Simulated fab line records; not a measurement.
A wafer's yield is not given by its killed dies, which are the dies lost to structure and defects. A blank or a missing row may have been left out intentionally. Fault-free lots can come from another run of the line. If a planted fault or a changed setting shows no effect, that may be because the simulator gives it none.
Code-filled problem report in 8D (eight disciplines) form ; flow n5_finfet ; the parts of the form that need people (team, actions taken, sign-off) are left out

== 1. WHAT IS WRONG ==
Mean of cd_nm at N5_BEOL_M1_CD_MEAS_28: 25.28 nm across 6 wafers in 2 lots; on wafers with no fault it is 23.92 nm (standard deviation 0.22). That puts it +6.2 standard deviations away from the usual mean.
The step: target cd y 23.3 nm.
First observed at day 10 01:05: wafer L180.1, on cd_sem-01. The record holds 27 wafers of 9 lots with a number at this step. By rule, "out" or "out of limits" means more than 4 standard deviations away from the usual mean. Any other wafer with a number is counted as sound.

== 2. WHAT IT IS; WHAT IT IS NOT ==
question;is;is not
which readings at this step;cd_nm;-
which lots;L180, L181;L164, L166, L171, L172, L173, L176, L182
which wafers of those lots;all that have a number;-
read on which gauges;cd_sem-01;cd_sem-02, cd_sem-03
when;from day 10 01:05;"up to then (18 sound wafers); but 3 sound wafers of L182 came after"

== 3. THE SUSPECTS, EACH WITH WHAT RULES IT OUT ==
Counting: a tool at a process step up to the reading stays a suspect if it ran every lot that is out and no sound lot after the first of them.
- the gauge at N5_BEOL_M1_CD_MEAS_28 is ruled out. All the wafers that are out were read on cd_sem-01, but those of them that N5_BEOL_M1_EXPOSE_25 has rows for are out there too, on other tools.
- euv_scanner-01 at N5_BEOL_M1_EXPOSE_25 (exposes mask V0, defocus 5 nm, target cd 24 nm): kept. All lots that are out passed through it, beginning with L180 at day 10 00:56, and no sound lot followed; its final sound lot before that point was L173 at day 8 05:04. Out on those wafers are its own readings of exposure_dose_mJ_cm2.
The count leaves euv_scanner-01 at N5_BEOL_M1_EXPOSE_25.

== 4. THE CAUSE (what the simulator had put in) ==
Process parameter drift: euv_scanner-01, from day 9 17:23 on, at N5_BEOL_M1_EXPOSE_25. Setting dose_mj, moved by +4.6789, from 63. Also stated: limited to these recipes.
This tool alone remained once counting was done.

== 5. THE EFFECT CHAIN, in route order ==
Rows list readings where the struck wafers' mean (over those with a number) sits beyond 3 standard deviations from the usual. Scope: only readings with a usual standard deviation given in the record; hours: median across lots of the time from each lot's start at the first step in this table that gives one to its start at this step; sigmas: change in usual standard deviations.
hours;step;reading;usual;on struck wafers;change;sigmas
0;N5_BEOL_M1_EXPOSE_25;exposure_dose_mJ_cm2;63.02;67.64;+4.62;+62
0;N5_BEOL_M1_CD_MEAS_28;cd_nm;23.92 nm;25.28;+1.36;+6.2
Its process steps:
- N5_BEOL_M1_EXPOSE_25: exposes mask V0, defocus 5 nm, target cd 24 nm.
At these later measuring or inspecting steps, every struck wafer for which the step has a row has a number for every such reading, and none has moved that far: N5_BEOL_M4_RC_MEAS_101.

== 6. HOW IT WOULD HAVE BEEN CAUGHT EARLIER ==
8 hours passed between the start of the fault at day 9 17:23 and the first reading out of limits at a measuring or inspecting step in this record, taken at day 10 01:05.
The tool's own readings at N5_BEOL_M1_EXPOSE_25 were out on every struck wafer that the step has a row for (exposure_dose_mJ_cm2): an alarm limit on them would have fired on the first of those.
Of the lots that are out (2), L181 began N5_BEOL_M1_EXPOSE_25 on euv_scanner-01 after day 10 01:05. Holding the tool at that time would have saved it.
